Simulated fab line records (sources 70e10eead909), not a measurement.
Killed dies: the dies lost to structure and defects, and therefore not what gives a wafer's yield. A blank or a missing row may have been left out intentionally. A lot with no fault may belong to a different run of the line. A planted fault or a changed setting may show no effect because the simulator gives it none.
fab line records	flow nandHarc
record lots=11	wafers=33	lastDay=33
route steps=1302 shown A_CHANNEL_HOLE_D1@478 A_CHANNEL_FILL_D1@495 END@1302
lots that met no fault: from a run of the same line without faults
startH: start of the lot's first displayed wafer, in hours after the record's first day	waitH: hours from the lot's prior step to this one	" identical to the entry in the row above	L1.1+2: a single row standing in for several wafers	- no value, or no start was given	* or withheld: withheld	< > ~ a bound
route shown NAME@n: names a module that has steps shown in the file, with the first one's number in the route	usual: mean/standard deviation taken from wafers without a fault	same: alike in all rows	chamber/n: place in a boat	sites: per-site readings	_std_site: how widely they spread, as a standard deviation	_edge_site: outer sites' mean less inner sites'	radiusMm: for every site, how far away it sits from the centre of the wafer	mask NAME#n: copy n	behind: the most recent tool/chamber to have shaped the wafer	hold: reason for holding the lot/hours on hold/outcome of the hold	device: which transistor (n, p or np) failed to switch	end of line: the same wafers' tests at the end of the route	a step given without rows: its recipe and nothing more	killed: count of dies lost to structure and defects at first sort (not the wafer's yield)	map: a wafer's dies, marking killed ones x, the rest . and places with no die _
set.NAME: setting as actually run; set.NAME@STEP: the setting as run at that earlier step	model.NAME: the simulator's own value behind a step, which no gauge read
one table for each step of the route and one row for each wafer, over a sample of lots
services: the hour from which a tool's chamber was out of use, counted from the record's first day as startH (under 0 if before that day), plus the number of hours and why
## steps
# step NHARC_A_CHANNEL_HOLE_D1_ETCH_26
# recipe biasV=300	sourceW=2000	pressureMtorr=30	timeS=224.1	arFlowSccm=375	c4f8FlowSccm=11.4	o2FlowSccm=113.6	tempC=-20	targetDepthA=3000	chemistry=C4F8/O2/Ar
# usual biasV=300.2/2.9	c4f8FlowSccm=11.39/0.032	drypumpMotorCurrentA=5.76/0.13	heBacksideLeakSccm=6.6/1	o2FlowSccm=113.6/0.3	showerheadPlenumPTorr=3.67/0.13	tempC=-20.02/0.12	throttleValvePct=24.583/0.0085
lot.wafer	tool	chamber	startH	waitH	biasV	c4f8FlowSccm	drypumpMotorCurrentA	heBacksideLeakSccm	o2FlowSccm	rfHoursCounterH	showerheadPlenumPTorr	tempC	throttleValvePct
L660.2	harEtch-01	0	196.25	0.7	305.9	11.35	5.97	5.6	114.3	96	3.65	-19.97	24.570
L660.3	"	1	"	"	299.0	11.37	5.86	5.8	113.7	-	3.78	-20.11	24.594
L660.5	"	0	"	"	306.0	11.40	5.94	5.6	113.9	-	3.65	-20.12	24.589
L661.3	harEtch-02	0	200.38	0.4	301.2	11.37	5.72	7.1	113.1	-	3.55	-20.01	24.591
L661.6	"	1	"	"	302.2	11.40	5.60	6.7	113.8	-	3.69	-20.04	24.585
L661.5	"	0	"	"	296.0	11.41	5.65	7.1	113.2	-	3.55	-19.90	24.580
L662.2	harEtch-01	0	222.85	0.7	294.7	11.41	5.96	5.7	113.7	111	3.64	-20.08	24.585
L662.4	"	0	"	"	296.8	11.43	5.96	5.7	114.0	-	3.64	-20.14	24.570
L662.6	"	1	"	"	299.7	11.41	5.81	5.7	114.0	-	3.77	-19.98	24.580
L663.4	harEtch-02	1	223.68	0.5	302.7	11.40	5.64	6.9	113.3	-	3.68	-19.83	24.596
L663.3	"	0	"	"	304.3	11.40	5.67	8.0	113.6	-	3.54	-20.04	24.569
L663.5	"	1	"	"	301.0	11.43	5.64	7.1	113.5	-	3.68	-19.81	24.584
L669.4	harEtch-02	0	278.57	0.5	294.1	11.41	5.67	7.7	113.5	-	3.52	-19.93	24.579
L669.3	"	1	"	"	302.7	11.42	5.64	7.5	113.9	-	3.67	-20.16	24.580
L669.6	"	1	"	"	303.9	11.45	5.61	7.4	113.4	-	3.67	-20.16	24.570
L668.2	harEtch-01	1	280.06	0.7	297.1	11.44	5.84	6.1	113.4	142	3.75	-20.07	24.580
L668.4	"	1	"	"	298.9	11.42	5.85	5.7	113.9	-	3.75	-20.29	24.568
L668.3	"	0	"	"	300.4	11.42	5.95	5.7	113.7	-	3.62	-20.10	24.581
L677.4	harEtch-02	0	369.55	0.5	299.2	11.33	5.64	8.0	113.1	-	3.50	-20.02	24.590
L677.3	"	1	"	"	303.5	11.41	5.65	7.0	114.1	-	3.64	-19.95	24.573
L677.5	"	0	"	"	303.8	11.36	5.68	7.9	113.3	-	3.50	-19.94	24.590
L678.1	harEtch-01	1	369.95	0.6	299.7	11.35	5.82	6.6	113.9	195	3.72	-19.86	24.590
L678.5	"	0	"	"	302.6	11.43	5.94	6.0	113.7	-	3.59	-20.02	24.574
L678.6	"	1	"	"	298.9	11.38	5.84	5.9	113.7	-	3.72	-19.80	24.571
L679.1	harEtch-02	1	377.86	0.6	305.7	11.46	5.63	7.4	113.9	416	3.63	-19.70	24.583
L679.3	"	1	"	"	303.4	11.36	5.62	7.7	113.5	-	3.63	-19.82	24.574
L679.6	"	0	"	"	301.5	11.38	5.68	7.9	114.2	-	3.49	-19.94	24.575
L680.1	harEtch-02	1	398.98	0.7	298.7	11.37	5.64	5.9	113.8	4	3.99	-20.05	24.580
L680.4	"	1	"	"	296.8	11.35	5.63	6.1	113.5	-	3.99	-20.03	24.587
L680.5	"	0	"	"	297.5	11.36	5.66	4.5	113.3	-	3.99	-20.08	24.577
L681.2	harEtch-02	1	403.20	0.6	302.0	11.42	5.64	5.6	113.3	8	3.99	-19.94	24.577
L681.4	"	0	"	"	296.4	11.31	5.69	4.7	113.5	-	3.99	-19.84	24.568
L681.5	"	0	"	"	293.3	11.38	5.66	4.7	113.3	-	3.99	-20.06	24.565
# step NHARC_A_CHANNEL_HOLE_D1_ETCH_44
# recipe targetDepthA=1400	overetchA=140	timeS=77	ionEnergyEv=100	cf4FlowSccm=80	o2FlowSccm=20	arFlowSccm=0	rfW=300	biasW=100	chemistry=CF4/O2
# usual drypumpMotorCurrentA=5.8/0.4	o2FlowSccm=20.00/0.06	oes_o_777_au=1.000/0.0045	oesProductAu=0.999/0.011	rfVppV=197.6/1.5	showerheadPlenumPTorr=1.32/0.062	throttleValvePct=13.397/0.0094
lot.wafer	tool	chamber	startH	waitH	drypumpMotorCurrentA	o2FlowSccm	oes_o_777_au	oesProductAu	rfHoursCounterH	rfVppV	showerheadPlenumPTorr	throttleValvePct
L660.3	rieDiel-10	3	197.21	0.1	6.1	19.95	1.002	1.014	38	199.3	1.37	13.399
L660.2	"	1	"	"	6.1	20.03	0.997	1.012	40	198.2	1.31	13.396
L660.5	"	2	"	"	5.5	20.03	0.996	1.022	-	196.7	1.26	13.406
L661.3	rieDiel-10	3	201.22	0.1	6.1	20.04	0.996	1.021	39	198.7	1.37	13.394
L661.5	"	3	"	"	6.1	20.01	1.003	1.022	-	198.3	1.37	13.389
L661.6	"	0	"	"	6.3	19.94	1.000	1.005	-	197.9	1.33	13.390
L662.2	rieDiel-10	1	223.79	0.1	6.1	20.09	1.003	1.002	50	197.5	1.31	13.405
L662.4	"	2	"	"	5.5	19.95	0.995	1.013	51	196.3	1.25	13.399
L662.6	"	1	"	"	6.1	20.12	1.002	1.008	-	197.7	1.31	13.388
L663.4	rieDiel-03	1	224.56	0.1	5.4	19.93	0.996	0.992	9	199.7	1.42	13.401
L663.3	"	3	"	"	6.4	19.98	0.996	0.979	9	197.3	1.37	13.405
L663.5	"	2	"	"	5.5	20.03	0.997	0.992	-	198.1	1.30	13.383
L669.4	rieDiel-03	2	279.44	0.1	5.6	20.00	0.998	0.997	14	197.9	1.30	13.410
L669.3	"	3	"	"	6.4	20.08	0.987	0.983	14	199.3	1.37	13.409
L669.6	"	3	"	"	6.4	20.01	0.998	0.985	-	198.6	1.37	13.386
L668.3	rieDiel-03	1	281.03	0.1	5.4	19.95	0.993	1.002	14	199.8	1.42	13.378
L668.2	"	2	"	"	5.5	20.04	1.000	0.986	14	197.5	1.30	13.381
L668.4	"	3	"	"	6.4	20.00	1.002	0.979	14	198.3	1.37	13.411
L677.4	rieDiel-03	1	370.43	0.1	5.4	19.93	1.003	0.980	7	199.7	1.42	13.388
L677.3	"	3	"	"	6.4	19.93	0.997	0.989	6	197.3	1.37	13.408
L677.5	"	1	"	"	5.4	19.93	0.999	0.984	-	199.9	1.42	13.404
L678.1	rieDiel-07	2	371.02	0.1	5.7	20.02	0.995	0.994	24	193.9	1.25	13.410
L678.5	"	1	"	"	6.3	20.02	1.004	0.992	-	198.8	1.34	13.389
L678.6	"	2	"	"	5.7	19.94	1.003	0.988	-	195.5	1.25	13.400
L679.3	rieDiel-03	3	378.78	0.1	6.4	19.94	1.008	0.974	7	200.0	1.37	13.384
L679.1	"	2	"	"	5.5	19.97	0.997	0.994	8	197.4	1.29	13.413
L679.6	"	0	"	"	5.4	20.00	0.998	0.995	-	196.0	1.24	13.407
L680.4	rieDiel-03	1	399.92	0.1	5.4	20.06	1.000	0.990	10	199.3	1.42	13.397
L680.1	"	3	"	"	6.4	19.97	1.001	0.999	9	197.5	1.37	13.394
L680.5	"	2	"	"	5.5	19.99	1.002	1.011	-	196.1	1.29	13.403
L681.2	rieDiel-03	2	404.11	0.1	5.5	19.98	1.008	1.000	10	196.9	1.29	13.385
L681.4	"	0	"	"	5.4	19.95	0.997	1.003	10	196.6	1.24	13.402
L681.5	"	2	"	"	5.5	20.00	1.004	1.013	-	196.0	1.29	13.385
# step NHARC_A_CHANNEL_FILL_D1_ALD_15
# recipe targetThkA=20	pulseTimeS=60	aldCycles=19	tempC=630	pressureTorr=2	material=SiNx
# usual aldCycles=19/0	precursorPulseHeightRel=1.001/0.022
lot.wafer	tool	chamber	startH	waitH	aldCycles	precursorPulseHeightRel
L660.2	aldSinBatch-02	0	210.02	-	19	1.019
L660.3	"	0	"	"	19	0.993
L660.5	"	0	"	"	19	0.960
L661.3	aldSinBatch-02	0	210.02	-	19	0.984
L661.5	"	0	"	"	19	1.005
L661.6	"	0	"	"	19	0.984
L662.2	aldSinBatch-01	0	235.18	-	19	0.998
L662.4	"	0	"	"	19	1.011
L662.6	"	0	"	"	19	0.984
L663.3	aldSinBatch-01	0	235.18	-	19	0.972
L663.4	"	0	"	"	19	0.999
L663.5	"	0	"	"	19	1.009
L668.2	aldSinBatch-01	0	291.57	-	22	1.028
L668.3	"	0	"	"	22	0.989
L668.4	"	0	"	"	22	0.982
L669.3	aldSinBatch-01	0	291.57	-	22	0.978
L669.4	"	0	"	"	22	0.986
L669.6	"	0	"	"	22	0.965
L677.3	aldSinBatch-02	0	381.67	-	19	1.037
L677.4	"	0	"	"	19	1.034
L677.5	"	0	"	"	19	1.047
L678.1	aldSinBatch-02	0	381.67	-	19	0.993
L678.5	"	0	"	"	19	1.002
L678.6	"	0	"	"	19	1.017
L679.1	aldSinBatch-03	0	390.05	-	19	0.991
L679.3	"	0	"	"	19	1.003
L679.6	"	0	"	"	19	1.011
L680.1	aldSinBatch-03	0	411.24	-	19	0.993
L680.4	"	0	"	"	19	0.987
L680.5	"	0	"	"	19	1.016
L681.2	aldSinBatch-01	0	415.41	-	19	0.993
L681.4	"	0	"	"	19	1.046
L681.5	"	0	"	"	19	1.013
# step NHARC_A_CHANNEL_FILL_D1_STRIP_28
# recipe timeS=20	o2FlowSccm=500	arFlowSccm=0	biasW=0	chemistry=O2
# usual drypumpMotorCurrentA=5.9/0.43	o2FlowSccm=499.9/1.5	oesProductAu=0.998/0.011	rfVppV=57.7/0.82	showerheadPlenumPTorr=3.49/0.15	throttleValvePct=17.037/0.0093
lot.wafer	tool	chamber	startH	waitH	drypumpMotorCurrentA	o2FlowSccm	oesProductAu	rfHoursCounterH	rfVppV	showerheadPlenumPTorr	throttleValvePct
L660.2	rieDiel-09	1	224.38	0.1	6.3	501.1	0.998	5.3	57.6	3.72	17.029
L660.3	"	2	"	"	6.1	499.2	1.008	4.6	56.5	3.32	17.052
L660.5	"	2	"	"	6.1	499.9	1.012	-	57.7	3.32	17.042
L661.3	rieDiel-12	1	224.39	0.1	5.6	500.5	0.990	8.2	56.5	3.31	17.036
L661.6	"	0	"	"	6.2	499.5	1.004	-	56.8	3.45	17.030
L661.5	"	1	"	"	5.6	499.1	0.998	-	56.2	3.31	17.027
L662.4	rieDiel-08	1	254.05	0.1	6.5	498.5	1.004	2.8	59.2	3.62	17.027
L662.2	"	2	"	"	5.4	500.6	0.987	3.1	58.7	3.77	17.023
L662.6	"	1	"	"	6.6	497.9	0.992	-	58.5	3.62	17.021
L663.3	rieDiel-12	0	254.06	0.1	6.2	499.1	1.019	9.0	58.2	3.45	17.050
L663.4	"	0	"	"	6.2	499.4	1.016	-	56.8	3.45	17.031
L663.5	"	2	"	"	5.5	501.3	0.985	-	56.3	3.34	17.032
L669.3	rieDiel-08	1	305.55	0.1	6.6	498.9	1.010	5.3	57.1	3.62	17.039
L669.4	"	2	"	"	5.5	500.6	0.995	5.8	59.3	3.77	17.027
L669.6	"	1	"	"	6.6	495.6	1.001	-	58.6	3.62	17.051
L668.2	rieDiel-09	3	305.55	0.1	6.3	502.9	0.997	7.1	56.9	3.30	17.029
L668.4	"	0	"	"	5.5	502.4	0.988	7.6	58.0	3.48	17.048
L668.3	"	1	"	"	6.3	499.8	0.989	8.0	57.3	3.72	17.036
L677.3	rieDiel-12	0	396.94	0.1	6.2	501.5	1.003	8.6	56.7	3.45	17.045
L677.4	"	1	"	"	5.6	499.6	1.007	8.4	56.5	3.30	17.042
L677.5	"	0	"	"	6.1	501.0	0.997	-	57.9	3.45	17.031
L678.1	rieDiel-08	2	396.95	0.1	5.4	497.5	0.983	1.0	58.9	3.76	17.024
L678.5	"	3	"	"	5.6	497.9	0.986	-	57.0	3.55	17.037
L678.6	"	0	"	"	6.7	496.8	1.011	-	58.7	3.58	17.030
L679.1	rieDiel-12	2	404.19	0.1	5.6	499.8	0.979	9.5	58.7	3.33	17.024
L679.3	"	3	"	"	5.6	498.9	0.999	9.5	57.8	3.51	17.038
L679.6	"	1	"	"	5.6	499.9	0.998	-	56.2	3.30	17.039
L680.4	rieDiel-12	0	425.35	0.1	6.2	498.9	0.981	9.9	56.7	3.45	17.034
L680.1	"	3	"	"	5.6	497.0	1.007	10.5	57.3	3.50	17.035
L680.5	"	1	"	"	5.6	499.5	1.005	-	57.6	3.30	17.034
L681.2	rieDiel-09	2	431.20	0.1	6.1	500.2	1.011	3.7	56.2	3.31	17.051
L681.4	"	3	"	"	6.3	500.3	1.013	3.9	57.7	3.30	17.045
L681.5	"	1	"	"	6.3	501.5	0.986	-	58.0	3.71	17.031
# step NHARC_END_SORT_01
# recipe tempC=25
# usual killedAtArray=53/20	killedAtOther=1/1.2	killedAtPeriphery=3.7/2.6	killedDies=58/20	killedOpen=3.5/1.8	killedShort=2.4/1.7
# same grossDies=677
lot.wafer	tool	chamber	startH	waitH	killedAtArray	killedAtOther	killedAtPeriphery	killedDies	killedOpen	killedShort
L661.3	prober-02	0	574.78	3.1	81	0	0	81	2	1
L661.5	prober-02	0	576.35	3.6	87	2	1	90	2	2
L661.6	prober-02	0	577.14	3.9	77	1	1	79	6	0
# killed by level:class
L661.3 A_CHANNEL_HOLE_D2:chamberFilmFlake=30 A_CHANNEL_HOLE_D1:chamberFilmFlake=24 A_SLIT:chamberFilmFlake=18 A_DECK1_JOINT:chamberFilmFlake=2 A_CONTACT:chamberFilmFlake=2 A_ONON_D1:geometricParticle:open=1 A_SGD_CUT:geometricParticle:open=1 A_WL_FILL:geometricParticle:short=1
L661.5 A_SLIT:chamberFilmFlake=27 A_CHANNEL_HOLE_D2:chamberFilmFlake=24 A_CHANNEL_HOLE_D1:chamberFilmFlake=22 A_CONTACT:chamberFilmFlake=4 A_ZERO_WELL:chamberFilmFlake=3 A_STAIRCASE:chamberFilmFlake=2 THIN_TSV:chamberFilmFlake=2 P_M0:geometricParticle:open=1
L661.6 A_CHANNEL_HOLE_D1:chamberFilmFlake=27 A_CHANNEL_HOLE_D2:chamberFilmFlake=24 A_SLIT:chamberFilmFlake=15 A_CONTACT:chamberFilmFlake=4 A_WL_FILL:geometricParticle:open=2 A_ONON_D1:geometricParticle:open=1 A_CHANNEL_HOLE_D1:geometricParticle:open=1 A_CHANNEL_FILL_D1:geometricParticle:open=1
## services
tool	chamber	startH	hours	kind
rieDiel-12	2	177.44	4.0	repair
rieDiel-12	3	178.27	6.6	repair
rieDiel-10	-	186.86	0.5	repair
rieDiel-08	-	190.89	9.0	pm
rieDiel-07	1	221.90	10.4	repair
rieDiel-10	-	248.53	9.0	pm
rieDiel-12	1	253.92	16.9	repair
aldSinBatch-02	-	267.77	26.0	pm
rieDiel-12	-	268.40	9.0	pm
rieDiel-03	-	281.44	9.0	pm
rieDiel-07	-	295.07	9.0	pm
rieDiel-03	-	303.67	5.1	repair
rieDiel-07	0	316.51	20.6	repair
rieDiel-08	1	316.99	4.7	repair
rieDiel-09	-	320.10	9.0	pm
rieDiel-03	3	327.46	13.9	repair
rieDiel-07	2	347.87	6.1	repair
rieDiel-10	1	355.09	12.8	repair
rieDiel-09	1	360.52	14.0	repair
rieDiel-08	-	367.89	9.0	pm
rieDiel-08	3	377.96	16.0	repair
harEtch-02	-	378.22	17.0	pm
rieDiel-12	0	410.02	8.3	repair
rieDiel-10	-	425.53	9.0	pm
## key
firstSign step=NHARC_A_CHANNEL_FILL_D1_ALD_15	reading=aldCycles	direction=up	sigmas=99+	usual=19	struck=22
effect none on later readings
metAt NHARC_A_CHANNEL_FILL_D1_ALD_15
struckLots L668,L669
testerLeftOut L668,L669
notActingAt NHARC_A_CHANNEL_HOLE_D1_ETCH_26,NHARC_A_CHANNEL_HOLE_D1_ETCH_44,NHARC_A_CHANNEL_FILL_D1_STRIP_28
onsetBetween 235.18 291.57
fault kind=processParameterDrift	tool=aldSinBatch-01	chamber=-	onsetH=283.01	steps=NHARC_A_CHANNEL_FILL_D1_ALD_15	channel=aldCycles	offset=3	shape=step	endH=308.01	actsIn=theseRecipesOnly	stated=19
# testerLeftOut: of these lots the tester's yield and bins aren't shown, on N5 and GAA mostly nor the transistor test; their killed dies are dies lost to structure and defects alone, not to doping, threshold or leakage, so they don't give the yield
